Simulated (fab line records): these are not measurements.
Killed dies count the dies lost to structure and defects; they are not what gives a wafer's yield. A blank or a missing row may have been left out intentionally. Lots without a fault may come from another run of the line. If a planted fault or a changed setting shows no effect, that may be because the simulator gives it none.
Matching of chambers | flow n5 finfet | N5_BEOL_M1_STRIP_36 on rie diel-01 has 4 sister chambers
The step strips in N2/H2. 8 wafers are shown with their chamber, then 7 later ones without.

WAFERS WITH THEIR CHAMBER
wafer  | chamber | drypump motor current A (A) | throttle valve pct (%)
L928.2 | 1       | 5.8                         | 24.06
L928.5 | 1       | 5.8                         | 24.06
L935.5 | 2       | 4.8                         | 23.58
L935.6 | 0       | 6.1                         | 23.88
L938.5 | 2       | 4.8                         | 23.61
L938.6 | 3       | 5.2                         | 23.84
L937.1 | 3       | 5.2                         | 23.85
L937.3 | 0       | 6.2                         | 23.91

WAFERS WITH NO CHAMBER GIVEN
wafer  | drypump motor current A (A) | throttle valve pct (%)
L937.4 | 4.8                         | 23.58
L940.1 | 6.2                         | 23.90
L940.3 | 5.8                         | 24.07
L940.4 | 5.2                         | 23.87
L948.3 | 5.2                         | 23.84
L948.4 | 5.8                         | 24.08
L948.6 | 5.9                         | 24.12

WHICH CHAMBER EACH WENT THROUGH
wafer  | from the rows above | in truth
L937.4 | 2                   | 2
L940.1 | 0                   | 0
L940.3 | 1                   | 1
L940.4 | 3                   | 3
L948.3 | 3                   | 3
L948.4 | 1                   | 1
L948.6 | 1                   | 1
7 of 7 placed correctly. From these rows, 0 cannot be placed. 0 placed wrongly.
How it was worked out, from the rows above alone: a wafer's distance from a chamber is the root of the sum, over the readings, of the square of ((its reading less the chamber's mean) divided by the reading's scatter). The wafer belongs to the nearest chamber; if the next one is less than 2 further off, it can't be placed. For every chamber, the mean is computed from those of its wafers that are shown. The scatter: take each reading less its chamber's mean, square it, sum over the shown wafers, divide by the number of wafers less the number of chambers, and take the root.
